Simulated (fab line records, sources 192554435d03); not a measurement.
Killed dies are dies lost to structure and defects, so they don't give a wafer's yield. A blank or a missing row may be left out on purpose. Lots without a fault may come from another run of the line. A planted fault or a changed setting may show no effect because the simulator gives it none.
Which tool did it? | flow n5_finfet | 10 lots, 30 wafers sampled, at 5 steps of a route of 1938

WHAT THE GAUGES READ, wafer by wafer
N5_BEOL_M4_RC_MEAS_101. Usual: DIBL_N 36.0 mV/V, standard deviation 1.7; DIBL_P 35.8 mV/V, standard deviation 2; IOFF_N 0.15 nA/um, standard deviation 0.03; IOFF_P 0.20 nA/um, standard deviation 0.037; ION_N 670 uA/um, standard deviation 12; ION_P 460 uA/um, standard deviation 7.2; SS_N 71.5 mV/dec, standard deviation 0.68; SS_P 73.2 mV/dec, standard deviation 0.65; VT_N 250 mV, standard deviation 3.1; VT_P -251 mV, standard deviation 3.4.
lot  | measured     | on        | DIBL_N (mV/V)  | DIBL_P (mV/V)  | IOFF_N (nA/um) | IOFF_P (nA/um) | ION_N (uA/um) | ION_P (uA/um) | SS_N (mV/dec)  | SS_P (mV/dec)  | VT_N (mV)   | VT_P (mV)      | flag
L160 | day 8 07:37  | prober-01 | 36.4 34.2 34.7 | 35.4 31.6 32.5 | 0.16 0.11 0.13 | 0.20 0.16 0.16 | 664 655 662   | 456 455 454   | 71.6 70.5 71.2 | 73.0 72.0 72.5 | 250 256 253 | -251 -256 -257 |
L162 | day 8 09:44  | prober-02 | 38.8 37.2 36.9 | 39.1 37.0 35.8 | 0.20 0.16 0.14 | 0.28 0.22 0.21 | 671 664 667   | 463 459 460   | 72.0 71.6 72.1 | 74.1 72.7 73.2 | 246 249 250 | -244 -247 -250 |
L164 | day 9 08:49  | prober-02 | 33.1 35.5 34.2 | 33.7 36.5 35.5 | 0.12 0.16 0.14 | 0.15 0.18 0.18 | 662 666 682   | 454 449 469   | 71.1 71.8 71.3 | 73.2 73.2 72.5 | 252 248 251 | -255 -254 -255 |
L167 | day 10 03:45 | prober-01 | 37.8 40.1 37.4 | 37.9 41.5 36.9 | 0.17 0.24 0.17 | 0.24 0.30 0.21 | 666 692 683   | 464 474 464   | 72.3 72.6 72.0 | 73.3 74.2 73.6 | 249 244 252 | -248 -246 -249 |
L169 | day 10 21:30 | prober-01 | 37.7 36.0 34.8 | 38.1 35.1 33.7 | 0.19 0.15 0.13 | 0.27 0.21 0.18 | 687 656 678   | 477 455 462   | 71.5 71.8 71.3 | 73.5 72.4 73.1 | 248 249 251 | -244 -249 -249 |
L170 | day 11 03:55 | prober-01 | 36.8 37.1 38.4 | 34.2 35.8 37.2 | 0.14 0.15 0.17 | 0.19 0.21 0.24 | 658 674 674   | 453 468 468   | 71.7 72.0 71.9 | 73.1 72.4 74.4 | 256 251 250 | -252 -251 -248 |
L175 | day 12 02:13 | prober-01 | 36.8 33.2 35.1 | 35.9 33.4 33.8 | 0.17 0.12 0.14 | 0.19 0.16 0.16 | 682 677 665   | 462 466 451   | 71.5 70.2 71.2 | 73.5 72.4 73.3 | 247 252 254 | -251 -254 -257 |
L179 | day 13 11:05 | prober-02 | 34.7 37.6 34.3 | 33.9 37.7 33.2 | 0.13 0.17 0.12 | 0.18 0.24 0.17 | 664 684 653   | 454 467 452   | 70.7 71.3 70.4 | 73.4 73.3 72.3 | 252 249 250 | -249 -249 -254 |
L180 | day 13 10:17 | prober-01 | 37.4 35.4 34.9 | 37.8 36.2 35.6 | 0.17 0.14 0.13 | 0.21 0.18 0.17 | 682 659 657   | 463 457 461   | 72.0 71.1 71.0 | 74.5 73.8 73.4 | 251 254 253 | -251 -253 -256 |
L181 | day 13 17:25 | prober-02 | 34.7 35.7 37.3 | 33.1 35.3 35.7 | 0.14 0.15 0.17 | 0.17 0.20 0.21 | 671 684 665   | 462 465 457   | 71.1 70.8 71.3 | 72.5 73.3 72.6 | 248 247 248 | -253 -252 -250 |

WHICH TOOL RAN EACH LOT (tool, then ch and the chambers of the sampled wafers, then the start)
lot  | N5_FIN_SAQP_RECESS_63             | N5_FIN_SAQP_SPACER2_ALD_28       | N5_FIN_SAQP_SPACER2_ETCHBACK_29   | N5_FIN_CUT_COAT_19
L160 | vapor_etch-01 ch 0,1, day 2 07:02 | ald_sin-01 ch 0,2,3, day 2 07:47 | rie_diel-03 ch 1,2,3, day 2 08:19 | litho_track-03 ch 0, day 2 09:09
L162 | vapor_etch-01 ch 0,1, day 2 17:59 | ald_sin-01 ch 2,3, day 2 18:37   | rie_diel-04 ch 0,1, day 2 18:56   | litho_track-05 ch 0, day 2 19:46
L164 | vapor_etch-01 ch 0,1, day 3 07:28 | ald_sin-01 ch 1,2,3, day 3 08:27 | rie_diel-04 ch 0,2,3, day 3 08:47 | litho_track-05 ch 0, day 3 09:36
L167 | vapor_etch-01 ch 0, day 4 01:40   | ald_sin-02 ch 1,3, day 4 02:47   | rie_diel-03 ch 0,3, day 4 03:10   | litho_track-05 ch 0, day 4 04:08
L169 | vapor_etch-01 ch 0,1, day 4 12:22 | ald_sin-01 ch 0,1, day 4 14:15   | rie_diel-04 ch 1,2, day 4 14:35   | litho_track-05 ch 0, day 4 15:24
L170 | vapor_etch-01 ch 0,1, day 4 19:25 | ald_sin-01 ch 0,1,2, day 4 20:03 | rie_diel-03 ch 2,3, day 4 20:31   | litho_track-05 ch 0, day 4 21:27
L175 | vapor_etch-01 ch 0,1, day 6 02:03 | ald_sin-04 ch 1,2, day 6 03:01   | rie_diel-02 ch 0,2, day 6 03:32   | litho_track-04 ch 0, day 6 04:23
L179 | vapor_etch-01 ch 0,1, day 7 00:35 | ald_sin-04 ch 1,2, day 7 01:20   | rie_diel-02 ch 1,2, day 7 02:05   | litho_track-05 ch 0, day 7 03:07
L180 | vapor_etch-02 ch 0,1, day 7 07:25 | ald_sin-04 ch 1,2,3, day 7 08:02 | rie_diel-03 ch 2,3, day 7 08:31   | litho_track-05 ch 0, day 7 09:19
L181 | vapor_etch-02 ch 0,1, day 7 12:56 | ald_sin-04 ch 0,3, day 7 13:48   | rie_diel-02 ch 0,1,2, day 7 14:08 | litho_track-04 ch 0, day 7 14:58
- N5_FIN_SAQP_RECESS_63: chemistry HF/NH3, target SiO2, target depth 18 nm, afs cycles 3, sublimation time 60 s.
- N5_FIN_SAQP_SPACER2_ALD_28: deposits SiO2, target thk 8.1 nm, pulse time 1 s, purge time 2 s.
- N5_FIN_SAQP_SPACER2_ETCHBACK_29: etches SiO2 in CHF3/O2, target depth 12.2 nm, time 6.1 s.
- N5_FIN_CUT_COAT_19: time 60 s, resist thk 20 nm.

WHAT THE TOOLS THEMSELVES READ (means of the sampled wafers that have a number; where no wafer has one, the mark that the record gives instead)
N5_FIN_SAQP_RECESS_63. Usual: drypump_motor_current_A 5.81 A, standard deviation 0.22.
lot  | tool          | drypump_motor_current_A (A) | flag
L160 | vapor_etch-01 | 5.73                        |
L162 | vapor_etch-01 | 5.75                        |
L164 | vapor_etch-01 | 5.79                        |
L167 | vapor_etch-01 | 5.66                        |
L169 | vapor_etch-01 | 5.79                        |
L170 | vapor_etch-01 | 5.79                        |
L175 | vapor_etch-01 | 5.73                        |
L179 | vapor_etch-01 | 5.78                        |
L180 | vapor_etch-02 | 6.05                        |
L181 | vapor_etch-02 | 5.81                        |

N5_FIN_SAQP_SPACER2_ALD_28. Usual: heater_power_w 474 W, standard deviation 39; precursor_pulse_height_rel 1.001, standard deviation 0.019.
lot  | tool       | heater_power_w (W) | precursor_pulse_height_rel | flag
L160 | ald_sin-01 | 474                | 1.004                      |
L162 | ald_sin-01 | 505                | 1.001                      |
L164 | ald_sin-01 | 463                | 0.998                      |
L167 | ald_sin-02 | 475                | 1.001                      |
L169 | ald_sin-01 | 422                | 0.997                      |
L170 | ald_sin-01 | 442                | 0.986                      |
L175 | ald_sin-04 | 526                | 1.003                      |
L179 | ald_sin-04 | 503                | 0.999                      |
L180 | ald_sin-04 | 493                | 1.000                      |
L181 | ald_sin-04 | 468                | 0.978                      |

N5_FIN_SAQP_SPACER2_ETCHBACK_29. Usual: drypump_motor_current_A 5.8 A, standard deviation 0.44; oes_product_au 0.78 a.u., standard deviation 0.099; rf_vpp_V 526 V, standard deviation 13; showerhead_plenum_p_Torr 2.41 Torr, standard deviation 0.077; throttle_valve_pct 18.91 %, standard deviation 0.2.
lot  | tool        | drypump_motor_current_A (A) | oes_product_au (a.u.) | rf_vpp_V (V) | showerhead_plenum_p_Torr (Torr) | throttle_valve_pct (%) | flag
L160 | rie_diel-03 | 5.7                         | 0.81                  | 531          | 2.45                            | 19.01                  |
L162 | rie_diel-04 | 5.6                         | 0.75                  | 529          | 2.45                            | 18.82                  |
L164 | rie_diel-04 | 5.8                         | 0.77                  | 517          | 2.36                            | 18.88                  |
L167 | rie_diel-03 | 5.9                         | 0.77                  | 536          | 2.41                            | 18.99                  |
L169 | rie_diel-04 | 5.9                         | 0.75                  | 527          | 2.48                            | 18.89                  |
L170 | rie_diel-03 | 5.7                         | 0.85                  | 538          | 2.43                            | 18.89                  |
L175 | rie_diel-02 | 5.9                         | 0.82                  | 517          | 2.36                            | 18.86                  |
L179 | rie_diel-02 | 5.8                         | 0.73                  | 507          | 2.31                            | 18.95                  |
L180 | rie_diel-03 | 5.2                         | 0.75                  | 533          | 2.39                            | 19.07                  |
L181 | rie_diel-02 | 5.8                         | 0.77                  | 519          | 2.35                            | 18.87                  |

N5_FIN_CUT_COAT_19. Usual: exhaust_pa 45.0 Pa, standard deviation 0.88; spin_speed_rpm 1500.2 rpm, standard deviation 0.78.
lot  | tool           | exhaust_pa (Pa) | spin_speed_rpm (rpm) | flag
L160 | litho_track-03 | 45.3            | 1500.6               |
L162 | litho_track-05 | 46.8            | 1499.7               |
L164 | litho_track-05 | 44.4            | 1500.4               |
L167 | litho_track-05 | 44.2            | 1616.6               | OFF
L169 | litho_track-05 | 45.2            | 1617.9               | OFF
L170 | litho_track-05 | 45.4            | 1617.6               | OFF
L175 | litho_track-04 | 44.5            | 1500.5               |
L179 | litho_track-05 | 44.1            | 1499.5               |
L180 | litho_track-05 | 45.6            | 1501.0               |
L181 | litho_track-04 | 45.9            | 1500.3               |

THE ANSWER, worked out from the rows above alone
Rule: a lot is off if the mean of its wafers that have a number lies more than 3 standard deviations from the usual mean. A lot without any number at a reading at which 4 lots or more have one is off too. The other lots that the step has rows for count as sound. The gauges are gone through in route order, then the tools' own readings, and for those a lot's mean is taken as printed above. The first step at which some lot is off is used, and at that step the reading that is off furthest; a lot without a number counts as furthest.
Off: L167, L169, L170, at N5_FIN_CUT_COAT_19 (spin_speed_rpm).
A tool fits if, at that step or a process step before it, it ran every lot that is off, and no sound lot after the first of them. None of those tried fits.

WHAT THE SIMULATOR HAD PUT IN
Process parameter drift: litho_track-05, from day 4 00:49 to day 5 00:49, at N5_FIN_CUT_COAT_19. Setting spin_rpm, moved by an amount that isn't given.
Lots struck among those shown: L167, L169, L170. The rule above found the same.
